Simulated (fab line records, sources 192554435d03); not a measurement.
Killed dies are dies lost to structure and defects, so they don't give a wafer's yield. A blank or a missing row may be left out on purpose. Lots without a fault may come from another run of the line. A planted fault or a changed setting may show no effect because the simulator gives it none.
Split-lot experiment | flow n5_finfet | 7 lots, 39 wafers read, on a route of 1938 steps

THE SPLIT
At N5_SD_EPI_P_ETCH_16 (etches SiO2 in CHF3/O2, target depth 5 nm), the setting target_depth_a was moved away from the recipe's 50 angstrom on 9 of the 39 wafers read, by -9.2% to +9.1%. The other wafers ran this setting at the recipe's value.

The reading is taken at the split's own step.

THE READING
etch.depth_nm (the simulator's own value, which no gauge read), in nm, at N5_SD_EPI_P_ETCH_16 (etches SiO2 in CHF3/O2, target depth 5 nm). The file gives no usual value for it. The 30 wafers here that ran the recipe average 4.987 nm, standard deviation 0.056 nm.

wafer  | tool, chamber at the split | target_depth_a as run, angstrom | against the recipe | etch.depth_nm, nm | against lot-mates on the recipe
L075.4 | rie_diel-03, 0             | 50                              | recipe             | 4.97              | -
L075.5 | rie_diel-03, 1             | 50                              | recipe             | 5.017             | -
L075.6 | rie_diel-03, 0             | 50                              | recipe             | 4.997             | -
L077.1 | rie_diel-05, 0             | 50                              | recipe             | 5.006             | -
L077.2 | rie_diel-05, 1             | 50                              | recipe             | 4.907             | -
L077.3 | rie_diel-05, 2             | 50                              | recipe             | 5.017             | -
L077.4 | rie_diel-05, 3             | 50                              | recipe             | 5.107             | -
L077.5 | rie_diel-05, 0             | 50                              | recipe             | 5.009             | -
L077.6 | rie_diel-05, 1             | 50                              | recipe             | 4.936             | -
L078.1 | rie_diel-03, 1             | 50                              | recipe             | 5.007             | -
L078.2 | rie_diel-03, 0             | 50                              | recipe             | 5.026             | -
L078.3 | rie_diel-03, 3             | 50                              | recipe             | 4.93              | -
L078.4 | rie_diel-03, 2             | 50                              | recipe             | 4.878             | -
L078.5 | rie_diel-03, 1             | 50                              | recipe             | 5.014             | -
L078.6 | rie_diel-03, 0             | 50                              | recipe             | 4.995             | -
L083.1 | rie_diel-05, 0             | 50                              | recipe             | 5.009             | -
L083.2 | rie_diel-05, 2             | 50                              | recipe             | 5.03              | -
L083.3 | rie_diel-05, 1             | 50                              | recipe             | 4.913             | -
L083.4 | rie_diel-05, 3             | 50                              | recipe             | 5.09              | -
L083.5 | rie_diel-05, 1             | 50                              | recipe             | 4.902             | -
L083.6 | rie_diel-05, 2             | 50                              | recipe             | 4.999             | -
L086.1 | rie_diel-03, 1             | 50                              | recipe             | 5.015             | -
L086.2 | rie_diel-03, 2             | 45.39                           | -9.2%              | 4.48              | -0.533
L086.3 | rie_diel-03, 3             | 45.39                           | -9.2%              | 4.53              | -0.483
L086.4 | rie_diel-03, 0             | 50                              | recipe             | 5.006             | -
L086.5 | rie_diel-03, 0             | 45.39                           | -9.2%              | 4.567             | -0.446
L086.6 | rie_diel-03, 1             | 50                              | recipe             | 5.019             | -
L091.1 | rie_diel-03, 1             | 50                              | recipe             | 5.014             | -
L091.2 | rie_diel-03, 0             | 50                              | recipe             | 5.061             | -
L091.3 | rie_diel-03, 3             | 50                              | recipe             | 4.947             | -
L091.4 | rie_diel-03, 0             | 54.5                            | +9.0%              | 5.496             | +0.489
L091.5 | rie_diel-03, 3             | 54.5                            | +9.0%              | 5.401             | +0.394
L091.6 | rie_diel-03, 1             | 54.5                            | +9.0%              | 5.466             | +0.459
L096.1 | rie_diel-03, 1             | 54.55                           | +9.1%              | 5.492             | +0.564
L096.2 | rie_diel-03, 2             | 54.55                           | +9.1%              | 5.446             | +0.518
L096.3 | rie_diel-03, 3             | 50                              | recipe             | 4.931             | -
L096.4 | rie_diel-03, 0             | 54.55                           | +9.1%              | 5.498             | +0.570
L096.5 | rie_diel-03, 3             | 50                              | recipe             | 4.89              | -
L096.6 | rie_diel-03, 0             | 50                              | recipe             | 4.963             | -

THE FIT
A straight line over all 39 wafers: etch.depth_nm changes by +0.0519 nm for each +1% of target_depth_a; r = +0.97; the points scatter about the line by 0.053 nm.
The same after taking each lot's own level away (the mean of its wafers on the recipe; 39 wafers): +0.0543 nm for each +1%; r = +0.98; scatter 0.053 nm.
On that fit, the largest move of target_depth_a shifts the reading by 0.5 nm.
The lots' own levels span 4.9280 to 5.0133 nm, that is 1.5 times the standard deviation above.
So the lot-to-lot level changes the slope little: the two slopes agree.
Check: with one of the wafers moved furthest among these (-9.2%) left out of the fit, the line predicts -0.492 nm for it against its lot-mates. It came out at -0.533 nm against them.

OTHER SPLITS ON THESE WAFERS
These wafers also went through other splits before the reading. Each is held against what the fit with the lots' levels taken away leaves over:
other split on the same wafers       | wafers away from the commonest value | r with etch.depth_nm (lot level and that fit taken away)
N5_WELL_APT_IMPLANT_32 energy_kev    | 12                                   | -0.24
N5_DUMMY_GATE_EXPOSE_12 dose_mj      | 12                                   | -0.10
N5_DUMMY_GATE_ETCH_37 source_w       | 12                                   | +0.10
N5_SD_EPI_N_EPI_21 epi_growth_time_s | 12                                   | +0.33

THE FILE'S OWN FIT
etch.depth_nm changes by +0.0544 nm for each +1% of target_depth_a, r = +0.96.
